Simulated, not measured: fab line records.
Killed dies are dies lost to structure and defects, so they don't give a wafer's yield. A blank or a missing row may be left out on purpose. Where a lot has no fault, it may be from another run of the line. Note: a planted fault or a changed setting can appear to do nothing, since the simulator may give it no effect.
fab line records	flow n5Finfet
record: lots: 9	wafers: 26	lastDay: 17
route steps=1938 shown BEOL_M4@1061
lots untouched by any fault: they come from a run of this same line in which no faults occurred
startH: start of the lot's first displayed wafer, in hours after the record's first day	waitH: hours since the lot's step before	" repeats the value in the row above	L1.1+2: a row that stands for several wafers	- no value, or no start given	* or withheld: withheld	< > ~ a bound
route shown NAME@n: a module of which the file shows steps, and the number in the route of the first	usual: mean/standard deviation of fault-free wafers	same: alike in all rows	chamber/n: place in a boat	sites: each site's reading	_std_site: the standard deviation of these	_edge_site: inner sites' mean taken away from outer sites' mean	radiusMm: how far each site lies from the wafer's centre	mask NAME#n: copy n	behind: the most recent tool/chamber to have shaped the wafer	hold: the reason the lot was held/the length of the hold in hours/how it ended	device: whichever transistor did not switch (one of n, p or np)	end of line: tests run on the same wafers once the route is complete	a step without rows: its recipe alone	killed: not the wafer's yield, but the dies lost to structure and defects at the first sort	map: the dies of a wafer, with x for killed, . for not killed, _ for no die there
set.NAME: the setting as run; set.NAME@STEP: as run at that earlier step	model.NAME: the simulator's own value behind a step, which no gauge read
one table for each step of the route and one row for each wafer, over a sample of lots
services: when a tool's chamber went out of use (startH, in hours from the record's first day, below 0 if earlier), for how many hours, and the reason
== steps ==
step: N5_BEOL_M4_ETCH_69
recipe: chemistry: CF4	target: SiARC	targetDepthA: 156	maskMaterial: CAR-EUV	timeS: 26	ionEnergyEv: 80	pressureMtorr: 40	sourceW: 545	biasW: 36	Ar_flow_sccm: 100	cf4FlowSccm: 100	ends: cleared
usual: biasW: 36.00/0.1	drypumpMotorCurrentA: 5.7/0.36	etchRfOnTimeS: 26.1/0.76	oesProductAu: 0.67/0.08	rfVppV: 184.3/1.2	showerheadPlenumPTorr: 2.16/0.063	throttleValvePct: 15.62/0.25
lot.wafer	tool	chamber	startH	waitH	biasW	drypumpMotorCurrentA	etchRfOnTimeS	oesProductAu	rfHoursCounterH	rfVppV	showerheadPlenumPTorr	throttleValvePct
L952.2	rieDiel-01	3	171.75	0.0	36.17	5.6	25.7	0.60	215	182.5	2.13	15.98
L952.5	"	3	"	"	35.93	5.5	26.0	0.60	-	185.1	2.13	15.97
L955.2	rieDiel-01	0	175.78	0.0	36.03	5.9	26.1	0.78	15	182.8	2.10	15.40
L955.4	"	3	"	"	35.76	5.6	26.0	0.60	-	183.5	2.13	15.99
L955.6	"	1	"	"	36.06	5.7	26.5	0.61	-	182.7	2.13	15.39
L957.2	rieDiel-03	1	196.91	0.0	36.12	5.7	25.9	0.72	68	185.4	2.15	15.38
L957.3	"	3	"	"	36.30	5.7	24.9	0.69	121	183.6	2.06	15.25
L957.4	"	0	"	"	36.01	5.9	27.2	0.62	186	183.4	2.23	15.57
L961.3	rieDiel-01	1	217.45	0.0	36.01	5.7	26.5	0.58	217	183.4	2.13	15.42
L961.4	"	0	"	"	36.08	5.9	26.0	0.76	28	185.1	2.10	15.43
L961.5	"	2	"	"	36.07	5.7	25.0	0.83	-	183.9	2.10	15.59
L968.2	rieDiel-03	1	265.85	0.0	36.20	5.6	26.2	0.68	93	185.8	2.15	15.42
L968.3	"	3	"	"	35.93	5.7	25.5	0.67	147	183.9	2.05	15.30
L968.6	"	1	"	"	36.11	5.7	26.0	0.69	-	183.5	2.15	15.42
L970.2	rieDiel-03	1	273.49	0.0	35.90	5.7	26.4	0.69	95	184.4	2.14	15.44
L970.3	"	3	"	"	36.08	5.7	25.4	0.66	149	183.8	2.05	15.31
L970.4	"	2	"	"	36.01	5.0	26.8	0.60	213	184.0	2.13	15.58
L971.1	rieDiel-01	2	274.08	0.0	35.96	5.7	24.8	0.78	21	183.6	2.09	15.62
L971.2	"	1	"	"	36.07	5.7	26.3	0.59	237	184.5	2.12	15.48
L971.5	"	0	"	"	35.99	5.9	25.8	0.73	-	184.3	2.09	15.46
L972.1	rieDiel-01	0	285.91	0.0	35.94	5.9	25.8	0.73	52	183.8	2.09	15.48
L972.5	"	2	"	"	35.84	5.7	24.9	0.77	-	183.2	2.09	15.64
L972.6	"	1	"	"	35.96	5.8	26.3	0.58	-	184.3	2.12	15.47
L973.1	rieDiel-03	0	292.99	0.0	36.03	5.9	26.9	0.60	221	184.2	2.22	15.62
L973.3	"	1	"	"	36.01	5.7	26.4	0.68	103	183.7	2.14	15.45
L973.4	"	2	"	"	35.78	5.0	27.0	0.60	221	183.9	2.12	15.59
step: N5_BEOL_M4_ETCH_70
recipe: chemistry: N2/H2	target: SOC	targetDepthA: 800	overetchA: 240	maskMaterial: SiARC	tempC: 40	timeS: 130	ionEnergyEv: 200	pressureMtorr: 30	sourceW: 840	biasW: 150	n2FlowSccm: 200	h2FlowSccm: 200
usual: biasW: 150.0/0.47	drypumpMotorCurrentA: 5.7/0.34	n2FlowSccm: 200.1/0.66	oesProductAu: 0.57/0.062	rfVppV: 524.2/2.2	showerheadPlenumPTorr: 2.55/0.069	throttleValvePct: 17.82/0.28
same: timeS: 130
lot.wafer	tool	chamber	startH	waitH	biasW	drypumpMotorCurrentA	n2FlowSccm	oesProductAu	rfHoursCounterH	rfVppV	showerheadPlenumPTorr	throttleValvePct
L952.2	rieDiel-01	0	174.40	0.0	150.0	5.9	199.9	0.67	14	522.2	2.51	17.76
L952.5	"	2	"	"	149.9	5.7	200.2	0.51	-	521.4	2.50	18.30
L955.2	rieDiel-03	1	190.25	0.0	149.7	5.7	198.8	0.62	65	524.3	2.58	17.73
L955.4	"	3	"	"	149.8	5.7	200.0	0.59	117	521.6	2.46	17.49
L955.6	"	0	"	"	150.1	5.9	200.7	0.55	-	525.8	2.64	17.63
L957.2	rieDiel-01	1	201.43	0.0	150.0	5.8	199.9	0.51	210	524.1	2.51	17.48
L957.3	"	3	"	"	150.1	5.5	202.1	0.51	223	522.4	2.51	18.13
L957.4	"	1	"	"	149.7	5.8	200.0	0.52	-	521.0	2.51	17.47
L961.3	rieDiel-01	0	224.52	0.0	149.9	5.9	200.0	0.65	30	522.3	2.50	17.78
L961.4	"	2	"	"	150.5	5.8	200.1	0.69	3	523.8	2.50	17.87
L961.5	"	2	"	"	150.3	5.7	199.5	0.70	-	522.6	2.50	17.86
L968.2	rieDiel-03	1	271.11	0.0	149.8	5.7	200.1	0.59	95	524.5	2.57	17.77
L968.3	"	2	"	"	151.0	5.0	199.9	0.53	212	521.2	2.53	17.80
L968.6	"	1	"	"	150.3	5.7	200.3	0.59	-	523.8	2.57	17.77
L970.2	rieDiel-03	1	275.22	0.0	149.5	5.7	198.5	0.59	96	524.2	2.57	17.76
L970.3	"	2	"	"	149.0	5.0	199.7	0.54	214	521.9	2.53	17.80
L970.4	"	3	"	"	150.4	5.7	200.1	0.56	150	519.2	2.45	17.56
L971.1	rieDiel-05	0	275.32	0.0	148.9	5.4	200.0	0.53	220	525.3	2.62	18.31
L971.2	"	2	"	"	150.2	5.2	199.2	0.51	248	526.5	2.63	18.37
L971.5	"	2	"	"	150.3	5.2	199.3	0.52	-	525.8	2.63	18.38
L972.1	rieDiel-01	1	293.66	0.0	150.6	5.8	199.5	0.50	246	522.1	2.50	17.52
L972.5	"	1	"	"	149.7	5.8	199.7	0.50	-	522.3	2.50	17.55
L972.6	"	2	"	"	149.9	5.7	201.4	0.63	-	522.4	2.49	17.94
L973.1	rieDiel-03	3	295.20	0.0	150.4	5.7	200.8	0.56	158	520.2	2.45	17.57
L973.3	"	2	"	"	150.5	5.0	199.3	0.53	222	524.3	2.53	17.81
L973.4	"	0	"	"	149.7	5.9	200.1	0.53	222	526.5	2.62	17.70
step: N5_BEOL_M4_HM_STRIP_39
recipe: chemistry: peroxideTinStrip	material: TiN	targetDepthA: 250	tempC: 50	timeS: 158
usual: bathHeatDutyPct: 7.3/1.1	runLengthS: 164.6/2.3
lot.wafer	tool	chamber	startH	waitH	bathHeatDutyPct	runLengthS
L952.2	wetBench-05	0	174.79	0.0	8.4	171.9
L952.5	"	3	"	"	6.2	171.5
L955.2	wetBench-01	7	190.64	0.0	8.2	164.8
L955.4	"	0	"	"	6.9	163.7
L955.6	"	5	"	"	5.6	163.0
L957.2	wetBench-04	6	201.82	0.0	6.9	165.0
L957.3	"	3	"	"	7.9	163.2
L957.4	"	1	"	"	6.7	161.9
L961.3	wetBench-04	1	224.95	0.1	7.3	161.6
L961.4	"	6	"	"	6.4	165.0
L961.5	"	2	"	"	8.2	163.6
L968.2	wetBench-04	6	271.50	0.0	7.0	113.3
L968.3	"	2	"	"	8.2	113.2
L968.6	"	7	"	"	7.2	111.9
L970.2	wetBench-04	7	275.61	0.0	6.6	113.2
L970.3	"	4	"	"	6.6	111.8
L970.4	"	3	"	"	7.8	113.4
L971.1	wetBench-01	5	275.71	0.0	6.0	164.4
L971.2	"	7	"	"	7.6	164.6
L971.5	"	6	"	"	7.1	165.1
L972.1	wetBench-01	1	294.05	0.0	6.5	165.3
L972.5	"	3	"	"	8.1	163.4
L972.6	"	0	"	"	8.9	164.1
L973.1	wetBench-01	2	295.59	0.0	5.3	163.9
L973.3	"	0	"	"	7.6	164.4
L973.4	"	1	"	"	6.1	164.6
step: N5_BEOL_M4_ANNEAL_49
recipe: tempC: 400	timeS: 240	ambient: vacuum
usual: heaterPowerW: 851/93
same: timeS: 240
lot.wafer	tool	chamber	startH	waitH	heaterPowerW
L952.2	pvdSputter-02	-	176.86	0.0	759
L952.5	"	-	"	"	836
L955.2	pvdSputter-02	-	192.23	0.0	773
L955.4	"	-	"	"	778
L955.6	"	-	"	"	778
L957.2	pvdSputter-03	-	203.21	0.0	916
L957.3	"	-	"	"	790
L957.4	"	-	"	"	921
L961.3	pvdSputter-03	-	226.10	0.0	814
L961.4	"	-	"	"	827
L961.5	"	-	"	"	810
L968.2	pvdSputter-01	-	272.58	0.0	671
L968.3	"	-	"	"	831
L968.6	"	-	"	"	673
L970.2	pvdSputter-03	-	277.04	0.0	911
L970.3	"	-	"	"	808
L970.4	"	-	"	"	911
L971.1	pvdSputter-02	-	278.07	0.0	1004
L971.2	"	-	"	"	813
L971.5	"	-	"	"	788
L972.1	pvdSputter-02	-	295.34	0.0	797
L972.5	"	-	"	"	1006
L972.6	"	-	"	"	808
L973.1	pvdSputter-01	-	297.03	0.0	651
L973.3	"	-	"	"	899
L973.4	"	-	"	"	977
step: N5_BEOL_M4_RC_MEAS_101
usual: DIBL_N: 36.9/1.6	DIBL_P: 37.1/2	IOFF_N: 0.17/0.032	IOFF_P: 0.22/0.036	ION_N: 674/12	ION_P: 463/7.8	SS_N: 71.7/0.63	SS_P: 73.5/0.62	VT_N: 249/3.3	VT_P: -250/3.5
lot.wafer	tool	chamber	startH	waitH	DIBL_N[mV/V]	DIBL_P[mV/V]	IOFF_N[nA/um]	IOFF_P[nA/um]	ION_N[uA/um]	ION_P[uA/um]	SS_N[mV/dec]	SS_P[mV/dec]	VT_N[mV]	VT_P[mV]
L952.2	prober-01	0	179.83	0.2	36.2	35.7	0.16	0.21	685	463	72.0	73.2	248	-251
L952.5	"	0	"	"	38.1	38.2	0.20	0.25	693	468	72.9	74.0	245	-246
L955.2	prober-01	0	195.17	0.2	38.6	39.4	0.20	0.29	679	469	71.8	74.3	247	-246
L955.4	"	0	"	"	36.9	39.0	0.18	0.29	689	474	72.1	73.9	249	-246
L955.6	"	0	"	"	35.1	35.2	0.14	0.21	664	464	71.2	73.3	252	-248
L957.2	prober-02	0	206.48	0.2	34.2	32.1	0.12	0.15	660	453	70.8	73.2	254	-257
L957.3	"	0	"	"	35.7	35.6	0.14	0.20	669	458	70.7	73.9	252	-251
L957.4	"	0	"	"	35.4	34.8	0.14	0.19	672	463	70.8	72.8	251	-253
L961.3	prober-02	0	229.44	0.6	35.0	35.4	0.15	0.18	660	451	71.0	73.3	252	-253
L961.4	"	0	"	"	35.6	38.5	0.16	0.23	687	467	70.9	73.9	250	-251
L961.5	"	0	"	"	38.5	39.7	0.21	0.26	678	465	71.1	74.3	249	-250
L968.2	prober-01	0	275.53	0.2	36.4	39.1	0.17	0.25	680	473	72.1	74.0	253	-248
L968.3	"	0	"	"	36.5	37.9	0.18	0.23	679	461	71.7	74.3	249	-249
L968.6	"	0	"	"	36.6	37.2	0.16	0.21	676	460	71.1	74.2	254	-254
L970.2	prober-01	0	280.19	0.2	36.1	35.9	0.16	0.25	672	468	71.8	73.7	247	-246
L970.3	"	0	"	"	39.8	38.9	0.24	0.30	697	479	72.4	74.4	243	-243
L970.4	"	0	"	"	37.8	37.5	0.20	0.28	695	473	71.5	73.8	245	-244
L971.1	prober-01	0	280.97	0.1	36.1	33.3	0.14	0.20	668	458	70.9	72.6	251	-249
L971.2	"	0	"	"	41.5	40.4	0.26	0.34	700	481	71.9	74.8	243	-241
L971.5	"	0	"	"	36.2	33.7	0.14	0.20	674	465	71.4	72.5	251	-247
L972.1	prober-02	0	298.40	0.0	38.9	36.3	0.19	0.25	672	465	73.1	74.1	250	-247
L972.5	"	0	"	"	36.9	34.8	0.15	0.23	674	463	71.7	74.1	251	-249
L972.6	"	0	"	"	35.1	33.3	0.13	0.20	666	462	71.1	73.0	253	-250
L973.1	prober-01	0	300.02	0.0	36.6	38.6	0.18	0.22	679	459	72.4	73.8	250	-249
L973.3	"	0	"	"	37.0	40.2	0.19	0.25	675	459	72.4	74.0	248	-252
L973.4	"	0	"	"	37.5	40.7	0.20	0.27	683	468	72.8	74.1	246	-247
== services ==
tool	chamber	startH	hours	kind
pvdSputter-01	-	149.90	7.8	repair
rieDiel-05	0	157.23	1.9	repair
rieDiel-03	1	159.93	2.5	repair
rieDiel-05	-	161.75	14.6	pm
rieDiel-03	-	170.76	0.3	repair
pvdSputter-01	-	175.05	0.9	repair
rieDiel-01	2	175.18	-	clean
rieDiel-01	2	175.18	-	consumableReplace:focusRing
rieDiel-01	2	175.18	38.4	scheduledDown
rieDiel-01	2	175.18	38.4	ventCycle
rieDiel-01	-	179.88	15.6	pm
rieDiel-05	3	180.98	-	clean
rieDiel-05	3	180.98	-	consumableReplace:focusRing
rieDiel-01	-	198.29	0.4	repair
wetBench-01	-	200.17	0.6	repair
wetBench-04	-	220.52	4.4	pm
wetBench-01	-	235.63	4.8	repair
rieDiel-01	0	243.88	4.7	repair
rieDiel-01	-	251.62	1.0	repair
rieDiel-01	3	271.09	-	clean
rieDiel-01	3	271.09	-	consumableReplace:focusRing
rieDiel-01	3	271.09	30.4	scheduledDown
rieDiel-01	3	271.09	30.4	ventCycle
rieDiel-03	-	296.94	2.7	repair
== key ==
firstSign: step: N5_BEOL_M4_HM_STRIP_39	reading: runLengthS	direction: down	sigmas: 23	usual: *	struck: *
effect none on later readings
metAt N5_BEOL_M4_HM_STRIP_39
struckLots L968,L970
notActingAt N5_BEOL_M4_ETCH_69,N5_BEOL_M4_ETCH_70,N5_BEOL_M4_ANNEAL_49
onsetBetween 224.95 271.50
fault: kind: processParameterDrift	tool: wetBench-04	chamber: -	onsetH: 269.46	steps: N5_BEOL_M4_HM_STRIP_39	channel: timeS	offset: *	shape: step	endH: 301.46	actsIn: *	stated: *
